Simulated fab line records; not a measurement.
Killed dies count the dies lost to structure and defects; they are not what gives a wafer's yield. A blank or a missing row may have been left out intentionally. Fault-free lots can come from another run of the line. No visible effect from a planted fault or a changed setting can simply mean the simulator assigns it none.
fab line records | flow n5-finfet
[record] lots = 10 | wafers = 29 | last-day = 17
route steps=1938 shown MOL_CONTACT_COAG@528 BEOL_M4@1111 PASSIVATION@1936
lots that met no fault: taken from a fault-free run of the same line
start-h: hours from the record's opening day to when the first of the lot's shown wafers began | wait-h: time in hours since the lot's previous step | " same as the row above | L1.1+2: one row covering several wafers at once | - no value, or no start was given | * or withheld: withheld | < > ~ a bound
route shown NAME@n: names a module that has steps shown in the file, with the first one's number in the route | usual: mean/standard deviation taken from wafers without a fault | same: alike in all rows | chamber/n: place in a boat | sites: per-site readings | _std_site: their standard deviation | _edge_site: inner sites' mean taken away from outer sites' mean | radius-mm: how far each site lies from the wafer's centre | mask NAME#n: copy n | behind: the most recent tool/chamber to have shaped the wafer | hold: reason for holding the lot/hours on hold/outcome of the hold | device: transistor that didn't switch, given as n, p or np | end of line: the same wafers' tests at the end of the route | for a step that has no rows: nothing shown but its recipe | killed: dies that structure and defects cost at the first sort, which is not the same as the wafer's yield | map: a wafer's dies, marking killed ones x, the rest . and places with no die _
set.NAME: the setting that was run; set.NAME@STEP: the one run at that earlier step | model.NAME: the simulator's own value behind a step, which no gauge read
one table for each step of the route and one row for each wafer, over a sample of lots
services: when a tool's chamber went out of use (start-h, in hours from the record's first day, below 0 if earlier), for how many hours, and the reason
[[steps]]
[step N5_MOL_CONTACT_COAG_INSPECT_10]
[recipe] mode = adi | inspect-instrument = brightfield
[usual] raw-defect-count = 80/30
lot.wafer | tool              | chamber | start-h | wait-h | raw-defect-count
L963.3    | defect-inspect-02 | -       | 106.61  | 0.0    | 84
L963.5    | "                 | -       | "       | "      | 115
L963.6    | "                 | -       | "       | "      | 93
L964.1    | defect-inspect-02 | -       | 115.67  | 0.1    | 55
L964.4    | "                 | -       | "       | "      | 54
L964.5    | "                 | -       | "       | "      | 50
L965.1    | defect-inspect-02 | -       | 117.38  | 0.1    | 51
L965.3    | "                 | -       | "       | "      | 84
L965.5    | "                 | -       | "       | "      | 50
L966.2    | defect-inspect-02 | -       | 129.34  | 0.0    | 62
L966.5    | "                 | -       | "       | "      | 54
L966.6    | "                 | -       | "       | "      | 87
L968.1    | defect-inspect-01 | -       | 138.24  | 0.1    | 87
L968.3    | "                 | -       | "       | "      | 77
L968.5    | "                 | -       | "       | "      | 89
L970.1    | defect-inspect-01 | -       | 147.53  | 0.1    | 104
L970.3    | "                 | -       | "       | "      | 124
L970.6    | "                 | -       | "       | "      | 143
L978.4    | defect-inspect-01 | -       | 199.76  | 0.0    | 63
L978.5    | "                 | -       | "       | "      | 53
L978.6    | "                 | -       | "       | "      | 104
L979.4    | defect-inspect-02 | -       | 201.22  | 0.0    | 58
L979.5    | "                 | -       | "       | "      | 88
L982.1    | defect-inspect-01 | -       | 218.79  | 0.1    | 119
L982.3    | "                 | -       | "       | "      | 145
L982.4    | "                 | -       | "       | "      | 116
L983.1    | defect-inspect-02 | -       | 226.86  | 0.1    | 82
L983.3    | "                 | -       | "       | "      | 56
L983.6    | "                 | -       | "       | "      | 87
[step N5_MOL_CONTACT_COAG_PRE_CLEAN_142]
[recipe] gas = H2/He | time-s = 60 | temp-c = 300
[usual] heater-power-w = 422/46
lot.wafer | tool           | chamber | start-h | wait-h | heater-power-w
L963.3    | pvd-sputter-02 | -       | 115.29  | 2.2    | 432
L963.5    | "              | -       | "       | "      | 413
L963.6    | "              | -       | "       | "      | 474
L964.1    | pvd-sputter-02 | -       | 120.08  | 0.9    | 476
L964.4    | "              | -       | "       | "      | 426
L964.5    | "              | -       | "       | "      | 440
L965.1    | pvd-sputter-03 | -       | 122.28  | 1.4    | 386
L965.3    | "              | -       | "       | "      | 367
L965.5    | "              | -       | "       | "      | 377
L966.2    | pvd-sputter-03 | -       | 134.31  | 1.3    | 398
L966.5    | "              | -       | "       | "      | 364
L966.6    | "              | -       | "       | "      | 421
L968.1    | pvd-sputter-01 | -       | 145.66  | 2.8    | 514
L968.3    | "              | -       | "       | "      | 455
L968.5    | "              | -       | "       | "      | 346
L970.1    | pvd-sputter-01 | -       | 152.43  | 0.9    | 516
L970.3    | "              | -       | "       | "      | 371
L970.6    | "              | -       | "       | "      | 432
L978.4    | pvd-sputter-03 | -       | 205.83  | 2.5    | 453
L978.5    | "              | -       | "       | "      | 417
L978.6    | "              | -       | "       | "      | 457
L979.4    | pvd-sputter-01 | -       | 207.40  | 0.6    | 372
L979.5    | "              | -       | "       | "      | 437
L982.1    | pvd-sputter-02 | -       | 226.17  | 2.2    | 438
L982.3    | "              | -       | "       | "      | 467
L982.4    | "              | -       | "       | "      | 470
L983.1    | pvd-sputter-03 | -       | 232.32  | 1.5    | 363
L983.3    | "              | -       | "       | "      | 457
L983.6    | "              | -       | "       | "      | 458
[step N5_MOL_CONTACT_COAG_SPUTTER_130]
[recipe] material = Co | target-thk-a = 475 | temp-c = 25 | chamber-pressure-pa = 0.5 | power-w = 3000
[usual] throttle-valve-pct = 30.4/1.2
lot.wafer | tool           | chamber | start-h | wait-h | throttle-valve-pct
L963.3    | pvd-sputter-02 | -       | 115.35  | 0.0    | 28.1
L963.5    | "              | -       | "       | "      | 30.7
L963.6    | "              | -       | "       | "      | 30.6
L964.1    | pvd-sputter-02 | -       | 120.14  | 0.0    | 30.7
L964.4    | "              | -       | "       | "      | 28.3
L964.5    | "              | -       | "       | "      | 28.3
L965.1    | pvd-sputter-03 | -       | 122.34  | 0.0    | 29.1
L965.3    | "              | -       | "       | "      | 32.6
L965.5    | "              | -       | "       | "      | 32.9
L966.2    | pvd-sputter-03 | -       | 134.37  | 0.0    | 28.8
L966.5    | "              | -       | "       | "      | 32.6
L966.6    | "              | -       | "       | "      | 30.2
L968.1    | pvd-sputter-01 | -       | 145.72  | 0.0    | 30.1
L968.3    | "              | -       | "       | "      | 30.1
L968.5    | "              | -       | "       | "      | 30.0
L970.1    | pvd-sputter-01 | -       | 152.49  | 0.0    | 30.2
L970.3    | "              | -       | "       | "      | 29.4
L970.6    | "              | -       | "       | "      | 29.8
L978.4    | pvd-sputter-03 | -       | 205.89  | 0.0    | 32.0
L978.5    | "              | -       | "       | "      | 30.2
L978.6    | "              | -       | "       | "      | 31.8
L979.4    | pvd-sputter-01 | -       | 207.46  | 0.0    | 29.4
L979.5    | "              | -       | "       | "      | 30.2
L982.1    | pvd-sputter-02 | -       | 226.23  | 0.0    | 28.5
L982.3    | "              | -       | "       | "      | 30.7
L982.4    | "              | -       | "       | "      | 30.6
L983.1    | pvd-sputter-03 | -       | 232.38  | 0.0    | 32.8
L983.3    | "              | -       | "       | "      | 31.7
L983.6    | "              | -       | "       | "      | 31.7
[step N5_MOL_CONTACT_COAG_ALD_27]
[recipe] material = SiOC | target-thk-a = 170 | temp-c = 400 | ald-precursor-family = carbosiloxane | ald-co-reactant = H2-plasma | pulse-time-s = 1.5 | time-s = 2720 | purge-time-s = 2 | co-reactant-purge-time-s = 2 | ald-cycles = 340 | pressure-torr = 2
[usual] heater-power-w = 798/86 | precursor-pulse-height-rel = 0.998/0.017 | run-length-s = 2769.9/0.6 | time-s = 2720/0
lot.wafer | tool       | chamber | start-h | wait-h | heater-power-w | precursor-pulse-height-rel | run-length-s | time-s
L963.3    | ald-sin-03 | 2       | 116.39  | 0.0    | 761            | 0.981                      | 2770.4       | 2720
L963.5    | "          | 1       | "       | "      | 666            | 0.994                      | 2769.7       | 2720
L963.6    | "          | 0       | "       | "      | 707            | 1.008                      | 2770.2       | 2720
L964.1    | ald-sin-01 | 3       | 121.14  | 0.0    | 920            | 0.998                      | 2770.2       | 2720
L964.4    | "          | 1       | "       | "      | 741            | 0.985                      | 2770.0       | 2720
L964.5    | "          | 1       | "       | "      | 740            | 1.006                      | 2769.4       | 2720
L965.1    | ald-sin-03 | 0       | 123.46  | 0.2    | 723            | 0.962                      | 2771.0       | 2720
L965.3    | "          | 1       | "       | "      | 657            | 0.999                      | 2769.6       | 2720
L965.5    | "          | 1       | "       | "      | 656            | 0.999                      | 2769.4       | 2720
L966.2    | ald-sin-03 | 3       | 135.57  | 0.2    | 880            | 1.026                      | 2769.7       | 2720
L966.5    | "          | 0       | "       | "      | 731            | 0.971                      | 2770.8       | 2720
L966.6    | "          | 3       | "       | "      | 879            | 0.998                      | 2769.2       | 2720
L968.1    | ald-sin-03 | 2       | 147.54  | 0.7    | 779            | 1.008                      | 2770.6       | 2720
L968.3    | "          | 3       | "       | "      | 865            | 0.987                      | 2769.1       | 2720
L968.5    | "          | 0       | "       | "      | 713            | 0.987                      | 2770.7       | 2720
L970.1    | ald-sin-02 | 3       | 153.49  | 0.0    | 915            | 1.004                      | 2768.3       | 2720
L970.3    | "          | 0       | "       | "      | 902            | 0.982                      | 2770.4       | 2720
L970.6    | "          | 0       | "       | "      | 895            | 0.978                      | 2770.7       | 2720
L978.4    | ald-sin-03 | 3       | 207.20  | 0.3    | 861            | 1.022                      | 3533.4       | 3483.8
L978.5    | "          | 0       | "       | "      | 711            | 1.007                      | 3534.0       | 3483.8
L978.6    | "          | 3       | "       | "      | 896            | 1.037                      | 2769.7       | 2720
L979.4    | ald-sin-03 | 3       | 208.90  | 0.0    | 910            | 0.985                      | 3533.6       | 3483.8
L979.5    | "          | 3       | "       | "      | 897            | 0.969                      | 3533.1       | 3483.8
L982.1    | ald-sin-02 | 3       | 227.24  | 0.0    | 939            | 0.991                      | 2768.5       | 2720
L982.3    | "          | 2       | "       | "      | 828            | 0.989                      | 2769.6       | 2720
L982.4    | "          | 1       | "       | "      | 772            | 0.989                      | 2769.1       | 2720
L983.1    | ald-sin-01 | 2       | 233.42  | 0.0    | 756            | 0.984                      | 2769.6       | 2720
L983.3    | "          | 0       | "       | "      | 786            | 1.001                      | 2770.2       | 2720
L983.6    | "          | 0       | "       | "      | 799            | 0.979                      | 2769.7       | 2720
[step N5_BEOL_M4_RC_MEAS_101]
[usual] DIBL_N = 36.5/1.4 | DIBL_P = 36.6/1.6 | IOFF_N = 0.160/0.024 | IOFF_P = 0.217/0.029 | ION_N = 674/8.7 | ION_P = 464/6.5 | SS_N = 71.6/0.47 | SS_P = 73.4/0.57 | VT_N = 250.0/2.5 | VT_P = -250/3.1
lot.wafer | tool      | chamber | start-h | wait-h | DIBL_N[mV/V] | DIBL_P[mV/V] | IOFF_N[nA/um] | IOFF_P[nA/um] | ION_N[uA/um] | ION_P[uA/um] | SS_N[mV/dec] | SS_P[mV/dec] | VT_N[mV] | VT_P[mV]
L963.3    | prober-02 | 0       | 193.68  | 0.3    | 34.9         | 35.5         | 0.155         | 0.228         | 680          | 471          | 71.6         | 73.5         | 249.3    | -249
L963.5    | "         | 0       | "       | "      | 33.5         | 33.6         | 0.128         | 0.191         | 667          | 466          | 71.3         | 72.9         | 252.2    | -252
L963.6    | "         | 0       | "       | "      | 35.1         | 36.0         | 0.159         | 0.224         | 687          | 471          | 72.0         | 73.1         | 249.7    | -247
L964.1    | prober-01 | 0       | 195.34  | 0.0    | 37.1         | 37.2         | 0.180         | 0.253         | 687          | 474          | 71.6         | 73.5         | 247.7    | -247
L964.4    | "         | 0       | "       | "      | 36.6         | 36.7         | 0.178         | 0.256         | 675          | 468          | 71.7         | 72.6         | 247.2    | -246
L964.5    | "         | 0       | "       | "      | 36.3         | 36.3         | 0.169         | 0.241         | 684          | 475          | 71.6         | 73.6         | 244.9    | -245
L965.1    | prober-02 | 0       | 210.82  | 0.0    | 38.8         | 39.8         | 0.211         | 0.253         | 694          | 465          | 72.7         | 74.1         | 248.9    | -249
L965.3    | "         | 0       | "       | "      | 35.9         | 36.3         | 0.160         | 0.196         | 677          | 457          | 71.2         | 73.5         | 250.0    | -253
L965.5    | "         | 0       | "       | "      | 37.8         | 38.6         | 0.187         | 0.226         | 679          | 460          | 70.8         | 74.0         | 249.7    | -253
L966.2    | prober-01 | 0       | 212.97  | 0.2    | 36.2         | 36.6         | 0.161         | 0.244         | 670          | 472          | 71.7         | 74.0         | 248.0    | -245
L966.5    | "         | 0       | "       | "      | 35.4         | 34.5         | 0.140         | 0.202         | 670          | 462          | 71.5         | 72.5         | 250.6    | -246
L966.6    | "         | 0       | "       | "      | 36.4         | 37.0         | 0.168         | 0.238         | 679          | 470          | 71.6         | 73.5         | 248.6    | -246
L970.1    | prober-02 | 0       | 218.91  | 0.2    | 38.4         | 37.1         | 0.194         | 0.234         | 675          | 462          | 71.9         | 73.4         | 245.2    | -250
L970.3    | "         | 0       | "       | "      | 37.3         | 36.7         | 0.182         | 0.243         | 687          | 467          | 71.9         | 74.1         | 248.5    | -250
L970.6    | "         | 0       | "       | "      | 37.9         | 36.9         | 0.184         | 0.232         | 680          | 469          | 71.9         | 73.7         | 245.5    | -251
L968.1    | prober-01 | 0       | 227.21  | 0.0    | 36.3         | 37.3         | 0.169         | 0.261         | 678          | 474          | 71.1         | 74.2         | 248.6    | -245
L968.3    | "         | 0       | "       | "      | 37.1         | 37.9         | 0.187         | 0.267         | 673          | 474          | 72.0         | 73.4         | 245.1    | -243
L968.5    | "         | 0       | "       | "      | 36.9         | 37.7         | 0.176         | 0.256         | 689          | 474          | 71.9         | 73.4         | 248.4    | -244
L978.4    | prober-01 | 0       | 278.41  | 0.5    | 36.7         | 38.8         | 0.167         | 0.226         | 666          | 463          | 72.0         | 74.2         | 249.4    | -253
L978.5    | "         | 0       | "       | "      | 36.8         | 39.0         | 0.173         | 0.231         | 669          | 459          | 71.6         | 73.8         | 250.7    | -250
L978.6    | "         | 0       | "       | "      | 35.0         | 36.9         | 0.146         | 0.194         | 672          | 460          | 71.7         | 73.3         | 250.6    | -252
L979.4    | prober-02 | 0       | 289.43  | 0.5    | 35.5         | 36.7         | 0.149         | 0.202         | 673          | 465          | 71.7         | 73.1         | 250.4    | -252
L979.5    | "         | 0       | "       | "      | 35.2         | 36.0         | 0.134         | 0.193         | 658          | 458          | 71.9         | 73.4         | 254.7    | -251
L982.1    | prober-01 | 0       | 301.14  | 0.0    | 35.8         | 38.6         | 0.164         | 0.217         | 677          | 454          | 71.6         | 73.5         | 248.1    | -249
L982.3    | "         | 0       | "       | "      | 34.8         | 37.1         | 0.143         | 0.193         | 677          | 461          | 70.9         | 73.4         | 252.1    | -250
L982.4    | "         | 0       | "       | "      | 37.9         | 40.1         | 0.199         | 0.236         | 686          | 458          | 73.0         | 74.4         | 248.2    | -249
L983.1    | prober-02 | 0       | 304.14  | 0.0    | 37.0         | 36.3         | 0.169         | 0.218         | 677          | 459          | 72.2         | 72.9         | 249.2    | -251
L983.3    | "         | 0       | "       | "      | 36.4         | 36.3         | 0.166         | 0.213         | 682          | 464          | 71.4         | 74.0         | 247.6    | -252
L983.6    | "         | 0       | "       | "      | 36.7         | 36.4         | 0.173         | 0.222         | 680          | 464          | 72.0         | 73.8         | 247.2    | -249
[step N5_PASSIVATION_PROBE_49]
[usual] defect-limited-yield = 91.2/1.4 | killed_at_M0_to_M3 = 34/9.4 | killed_at_M4_up = 13/5.8 | killed-at-contacts = 13/6.4 | killed-at-front-end = 41/11 | killed-at-other = 3.1/2.3 | killed-dies = 103/16 | killed-open = 69/12 | killed-short = 33/7.8 | sort_bin_5_function = 5.1/0.91 | sort_bin_6_memory = 3.3/0.63 | sort-n-pass = 1077/16 | sort-yield-pct = 91.2/1.4
[same] gross-dies = 1180 | killed-at-back-side = 0 | sort_bin_4_leakage[%] = 0 | sort_bin_8_speed[%] = 0
lot.wafer | tool      | chamber | start-h | wait-h | defect-limited-yield[%] | killed_at_M0_to_M3 | killed_at_M4_up | killed-at-contacts | killed-at-front-end | killed-at-other | killed-dies | killed-open | killed-short | sort_bin_5_function[%] | sort_bin_6_memory[%] | sort-n-pass | sort-yield-pct[%]
L979.5    | prober-02 | -       | 384.23  | 0.2    | 90.9                    | 37                 | 14              | 10                 | 46                  | 0               | 107         | 64          | 39           | 4.7                    | 3.6                  | 1073        | 90.9
// killed by level:class
L979.5 BEOL_M2:geometric-particle:open=9 BEOL_M0_SAQP:geometric-particle:open=7 FIN_SAQP:geometric-particle:open=6 MOL_CONTACT_COAG:geometric-particle:open=6 GATE_CUT:geometric-particle:short=6 BEOL_M0_SAQP:geometric-particle:short=6 ILD0:geometric-particle:open=5 FIN_SAQP:geometric-particle:short=4
[[services]]
tool           | chamber | start-h | hours | kind
pvd-sputter-01 | -       | 96.99   | 3.6   | repair
ald-sin-01     | -       | 99.31   | 2.8   | pm
ald-sin-01     | 0       | 99.31   | -     | clean
ald-sin-01     | 1       | 99.31   | -     | clean
ald-sin-01     | 2       | 99.31   | -     | clean
ald-sin-01     | 3       | 99.31   | -     | clean
ald-sin-03     | -       | 153.63  | 2.8   | pm
pvd-sputter-03 | -       | 168.44  | 10.5  | repair
ald-sin-02     | -       | 178.08  | 14.0  | pm
ald-sin-02     | 0       | 178.08  | 14.0  | vent-cycle
ald-sin-02     | 1       | 178.08  | 14.0  | vent-cycle
ald-sin-02     | 2       | 178.08  | 14.0  | vent-cycle
ald-sin-02     | 3       | 178.08  | 14.0  | vent-cycle
ald-sin-02     | 0       | 192.08  | -     | clean
ald-sin-02     | 1       | 192.08  | -     | clean
ald-sin-02     | 2       | 192.08  | -     | clean
ald-sin-02     | 3       | 192.08  | -     | clean
ald-sin-01     | 1       | 197.73  | 12.1  | repair
[[key]]
[first-sign] step = N5_MOL_CONTACT_COAG_ALD_27 | reading = time-s | direction = up | sigmas = 99+ | usual = * | struck = *
[effect] step = N5_MOL_CONTACT_COAG_ALD_27 | reading = run-length-s | direction = up | sigmas = 99+ | usual = * | struck = *
met-at N5_MOL_CONTACT_COAG_ALD_27
struck-lots L978,L979
struck-wafers L978.4,L978.5,L979.4,L979.5
not-acting-at N5_MOL_CONTACT_COAG_INSPECT_10,N5_MOL_CONTACT_COAG_PRE_CLEAN_142,N5_MOL_CONTACT_COAG_SPUTTER_130
onset-between 147.54 207.20
[fault] kind = process-parameter-drift | tool = ald-sin-03 | chamber = - | onset-h = 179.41 | steps = N5_MOL_CONTACT_COAG_ALD_27 | channel = time-s | offset = * | shape = step | end-h = 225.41 | scope = struck-wafers-only | stated = *
